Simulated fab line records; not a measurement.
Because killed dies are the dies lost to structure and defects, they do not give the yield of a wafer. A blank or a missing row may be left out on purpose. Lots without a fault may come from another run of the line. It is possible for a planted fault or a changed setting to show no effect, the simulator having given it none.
Chamber matching | flow nand harc | NHARC_P_CONTACT_ALD_22 on ald metal-04 has 4 sister chambers
The step deposits TiN, target thk 3 nm, pulse time 1 s, ald cycles 150. 4 wafers are shown with their chamber, then 8 later ones without.

== WAFERS PAIRED WITH THEIR CHAMBERS ==
wafer  | chamber | heater power w (W)
L079.1 | 1       | 1157
L087.5 | 0       | 1138
L087.6 | 3       | 1025
L089.2 | 2       | 982

== WAFERS WHOSE CHAMBER IS MISSING ==
wafer  | heater power w (W)
L089.4 | 1007
L089.5 | 1144
L090.2 | 1055
L090.3 | 1176
L090.6 | 1042
L094.2 | 1072
L094.3 | 1116
L094.5 | 1107

== EACH ONE'S CHAMBER ==
wafer  | from the rows above               | in truth
L089.4 | can't be placed: 3 or 2           | 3
L089.5 | can't be placed: 0 or 1           | 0
L090.2 | can't be placed: 3 or 2           | 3
L090.3 | can't be placed: 1 or 0           | 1
L090.6 | can't be placed: 3 or 2           | 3
L094.2 | can't be placed: 3 or 0 or 1 or 2 | 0
L094.3 | can't be placed: 0 or 1           | 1
L094.5 | can't be placed: 0 or 1 or 3      | 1
0 of 8 placed correctly. From these rows, 8 cannot be placed; in 8 the true chamber is one of the candidates. Number placed wrongly: 0.
How it was worked out, from the rows above alone: a wafer's distance from a chamber is the root of the sum, over the readings, of the square of ((its reading less the chamber's mean) divided by the reading's scatter). The wafer belongs to the nearest chamber; if the next one is less than 2 further off, it can't be placed. Each chamber's mean is taken over the wafers shown for it. The scatter (one wafer shown for each chamber): square how far every hidden wafer sits from the nearest shown wafer, average those squares and take the square root.
